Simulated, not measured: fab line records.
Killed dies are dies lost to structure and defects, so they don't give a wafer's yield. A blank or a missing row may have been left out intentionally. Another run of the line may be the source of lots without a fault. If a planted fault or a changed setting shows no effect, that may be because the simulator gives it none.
A single fault, viewed from 3 desks | flow n5_finfet | what lay behind the numbers comes last; until then each desk has only its own

THE DEFECT DESK
Per lot, the means of the sampled wafers with a number show what the inspections along the route counted. The brackets show how far a lot's mean lies from the usual mean; more than 4 standard deviations puts the lot out of limits, marked OUT.
Columns: A = raw_defect_count at N5_SD_EPI_N_INSPECT_11, usual 2.2
lot  | first seen here | A
L435 | day 3 07:01     | 2.3
L442 | day 5 00:17     | 2.7
L444 | day 5 15:42     | 3.0
L455 | day 8 07:38     | 1.3
L456 | day 8 21:16     | 3.0
Result from this desk: across the 5 lots, nothing is out of limits.

DESK OF THE TOOL OWNER: rie_diel-01
The tool's own readings at N5_SD_EPI_N_ETCHBACK_44 (etches SiNx in CH3F/O2, stops on SiO2, target depth 14.5 nm): means of the sampled wafers that have a number, for each lot that ran on this tool. The brackets show how far a lot's mean lies from the usual mean; more than 4 standard deviations puts the lot out of limits, marked OUT.
Columns: A = drypump_motor_current_A at N5_SD_EPI_N_ETCHBACK_44, usual 5.7 A; B = oes_product_au at N5_SD_EPI_N_ETCHBACK_44, usual 0.67 a.u.; C = rf_vpp_V at N5_SD_EPI_N_ETCHBACK_44, usual 297.2 V; D = showerhead_plenum_p_Torr at N5_SD_EPI_N_ETCHBACK_44, usual 2.00 Torr; E = throttle_valve_pct at N5_SD_EPI_N_ETCHBACK_44, usual 16.27 %
lot  | first seen here | A   | B    | C     | D    | E
L442 | day 5 00:44     | 5.4 | 0.60 | 298.4 | 1.98 | 16.71
L444 | day 5 16:09     | 6.0 | 0.56 | 298.4 | 1.98 | 16.55
Result from this desk: across the 2 lots, nothing is out of limits.

METROLOGY DESK
Lot by lot, what the gauges showed, no matter which tool ran the lot: averages of those sampled wafers that carry a number. The brackets show how far a lot's mean lies from the usual mean; more than 4 standard deviations puts the lot out of limits, marked OUT. Shown here are 7 of its 12 readings, the ones lying furthest out on some lot.
Columns: A = cd_nm at N5_SD_EPI_N_CD_MEAS_09, usual 119.7 nm; B = SD_N_BLK_OVL at N5_SD_EPI_N_OVL_MEAS_10, usual 0.0 nm; C = IOFF_P at N5_BEOL_M4_RC_MEAS_101, usual 0.201 nA/um; D = ION_N at N5_BEOL_M4_RC_MEAS_101, usual 675 uA/um; E = ION_P at N5_BEOL_M4_RC_MEAS_101, usual 462 uA/um; F = VT_N at N5_BEOL_M4_RC_MEAS_101, usual 250.0 mV; G = VT_P at N5_BEOL_M4_RC_MEAS_101, usual -251.3 mV
lot  | first seen here | A     | B    | C     | D   | E   | F     | G
L435 | day 3 06:57     | 119.5 | 0.2  | 0.189 | 676 | 458 | 250.8 | -254.2
L442 | day 5 00:14     | 120.6 | 0.3  | 0.208 | 672 | 464 | 250.7 | -248.9
L444 | day 5 15:39     | 118.7 | 0.9  | 0.185 | 661 | 453 | 252.5 | -252.6
L455 | day 8 07:35     | 120.7 | -1.8 | 0.212 | 684 | 462 | 246.4 | -249.9
L456 | day 8 21:12     | 120.1 | 0.1  | 0.237 | 680 | 470 | 246.9 | -247.0
Result from this desk: across the 5 lots, nothing is out of limits.

ALL TOGETHER
The defect desk saw nothing out of limits.
Nothing out of limits was seen by the tool owner's desk.
The metrology desk saw nothing out of limits.

WHAT THE SIMULATOR HAD PUT IN
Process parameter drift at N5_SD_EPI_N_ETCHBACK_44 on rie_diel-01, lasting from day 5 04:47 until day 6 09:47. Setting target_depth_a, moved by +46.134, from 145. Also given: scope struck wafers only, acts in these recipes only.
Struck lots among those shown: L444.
